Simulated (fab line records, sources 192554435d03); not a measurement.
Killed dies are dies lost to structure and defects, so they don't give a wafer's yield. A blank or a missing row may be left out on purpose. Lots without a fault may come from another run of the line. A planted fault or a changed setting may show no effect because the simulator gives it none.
Chamber matching | flow n5_finfet | N5_BEOL_M2_ALD_98 on ald_sin-04: 4 sister chambers
The step deposits SiO2, target thk 2.5 nm, pulse time 1 s, co reactant pulse time 1 s. 8 wafers are shown with their chamber, then 7 later ones without.

WAFERS WITH THEIR CHAMBER
wafer  | chamber | heater_power_w (W) | precursor_pulse_height_rel
L081.4 | 1       | 69                 | 1.011
L082.1 | 0       | 78                 | 0.998
L082.3 | 1       | 67                 | 0.985
L082.4 | 2       | 91                 | 1.005
L082.5 | 3       | 81                 | 1.012
L082.6 | 0       | 79                 | 0.959
L088.1 | 3       | 81                 | 1.010
L088.3 | 2       | 90                 | 0.968

WAFERS WITHOUT THEIR CHAMBER
wafer  | heater_power_w (W) | precursor_pulse_height_rel
L088.6 | 81                 | 0.996
L089.2 | 90                 | 0.962
L089.3 | 78                 | 0.998
L089.4 | 69                 | 0.982
L097.2 | 69                 | 1.016
L097.3 | 89                 | 0.997
L097.5 | 91                 | 0.999

WHICH CHAMBER EACH WENT THROUGH
wafer  | from the rows above | in truth
L088.6 | 3                   | 3
L089.2 | 2                   | 2
L089.3 | 0                   | 0
L089.4 | 1                   | 1
L097.2 | 1                   | 1
L097.3 | 2                   | 2
L097.5 | 2                   | 2
Placed correctly: 7 of 7. Can't be placed from these rows: 0. Placed wrongly: 0.
How it was worked out, from the rows above alone: a wafer's distance from a chamber is the root of the sum, over the readings, of the square of ((its reading less the chamber's mean) divided by the reading's scatter). The wafer belongs to the nearest chamber; if the next one is less than 2 further off, it can't be placed. A chamber's mean is the mean of its shown wafers. The scatter: the root of (the sum of the squares of (reading less its chamber's mean) over the shown wafers, divided by (wafers less chambers)).
